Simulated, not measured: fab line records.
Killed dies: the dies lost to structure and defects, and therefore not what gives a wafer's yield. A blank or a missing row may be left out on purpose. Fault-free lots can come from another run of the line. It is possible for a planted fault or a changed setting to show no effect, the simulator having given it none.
Matching of chambers / flow n5_finfet / N5_BEOL_M10_VIA_ETCH_34 on rie_diel-04: 4 sister chambers
The step etches SiCOH lowk in C4F6/O2, target depth 184.5 nm, time 69.2 s. 14 wafers are shown with their chamber, then 7 later ones without.

== EACH WAFER AND ITS CHAMBER ==
wafer=L077.3; chamber=3; throttle_valve_pct (%)=21.0; drypump_motor_current_A (A)=6.1; rf_vpp_V (V)=654
wafer=L077.4; chamber=1; throttle_valve_pct (%)=20.5; drypump_motor_current_A (A)=6.0; rf_vpp_V (V)=642
wafer=L077.6; chamber=3; throttle_valve_pct (%)=21.0; drypump_motor_current_A (A)=6.1; rf_vpp_V (V)=655
wafer=L080.2; chamber=0; throttle_valve_pct (%)=20.9; drypump_motor_current_A (A)=5.4; rf_vpp_V (V)=659
wafer=L080.3; chamber=2; throttle_valve_pct (%)=20.5; drypump_motor_current_A (A)=5.8; rf_vpp_V (V)=640
wafer=L080.4; chamber=3; throttle_valve_pct (%)=21.0; drypump_motor_current_A (A)=6.1; rf_vpp_V (V)=654
wafer=L089.3; chamber=3; throttle_valve_pct (%)=21.0; drypump_motor_current_A (A)=6.2; rf_vpp_V (V)=654
wafer=L089.5; chamber=1; throttle_valve_pct (%)=20.5; drypump_motor_current_A (A)=6.0; rf_vpp_V (V)=640
wafer=L089.6; chamber=2; throttle_valve_pct (%)=20.5; drypump_motor_current_A (A)=5.9; rf_vpp_V (V)=639
wafer=L091.1; chamber=3; throttle_valve_pct (%)=21.0; drypump_motor_current_A (A)=6.1; rf_vpp_V (V)=654
wafer=L091.3; chamber=1; throttle_valve_pct (%)=20.5; drypump_motor_current_A (A)=6.0; rf_vpp_V (V)=639
wafer=L091.5; chamber=3; throttle_valve_pct (%)=21.0; drypump_motor_current_A (A)=6.1; rf_vpp_V (V)=652
wafer=L093.2; chamber=3; throttle_valve_pct (%)=21.0; drypump_motor_current_A (A)=6.1; rf_vpp_V (V)=655
wafer=L093.3; chamber=0; throttle_valve_pct (%)=21.0; drypump_motor_current_A (A)=5.4; rf_vpp_V (V)=659

SIGNATURES (means of the wafers above)
reading=throttle_valve_pct; chamber 0=20.950; chamber 1=20.500; chamber 2=20.500; chamber 3=21.000; scatter within a chamber=0.0224
reading=drypump_motor_current_A; chamber 0=5.400; chamber 1=6.000; chamber 2=5.850; chamber 3=6.114; scatter within a chamber=0.0368
reading=rf_vpp_V; chamber 0=659.00; chamber 1=640.33; chamber 2=639.50; chamber 3=654.00; scatter within a chamber=1.06
Rule: for a wafer and a chamber, the distance is found by dividing, reading by reading, the gap between the wafer's reading and the chamber's mean by the reading's scatter, squaring, summing and taking the root. If the next closest chamber is less than 2 further off than the closest, the wafer can't be placed; otherwise it belongs to the closest. The scatter: take each reading less its chamber's mean, square it, sum over the shown wafers, divide by the number of wafers less the number of chambers, and take the root.

== WAFERS MISSING THEIR CHAMBER ==
wafer=L093.4; throttle_valve_pct (%)=20.5; drypump_motor_current_A (A)=5.8; rf_vpp_V (V)=640
wafer=L081.1; throttle_valve_pct (%)=20.6; drypump_motor_current_A (A)=5.8; rf_vpp_V (V)=639
wafer=L081.4; throttle_valve_pct (%)=20.6; drypump_motor_current_A (A)=5.8; rf_vpp_V (V)=640
wafer=L081.5; throttle_valve_pct (%)=20.6; drypump_motor_current_A (A)=5.4; rf_vpp_V (V)=670
wafer=L097.2; throttle_valve_pct (%)=20.5; drypump_motor_current_A (A)=5.8; rf_vpp_V (V)=638
wafer=L097.3; throttle_valve_pct (%)=20.6; drypump_motor_current_A (A)=5.4; rf_vpp_V (V)=671
wafer=L097.5; throttle_valve_pct (%)=20.6; drypump_motor_current_A (A)=5.8; rf_vpp_V (V)=638

== CHAMBER TAKEN BY EACH ==
wafer=L093.4; from the rows above=2; in truth=2
wafer=L081.1; from the rows above=2; in truth=2
wafer=L081.4; from the rows above=2; in truth=2
wafer=L081.5; from the rows above=0; in truth=0
wafer=L097.2; from the rows above=2; in truth=2
wafer=L097.3; from the rows above=0; in truth=0
wafer=L097.5; from the rows above=2; in truth=2
7 of 7 placed correctly. Not placeable from these rows: 0. Wrongly placed: 0.
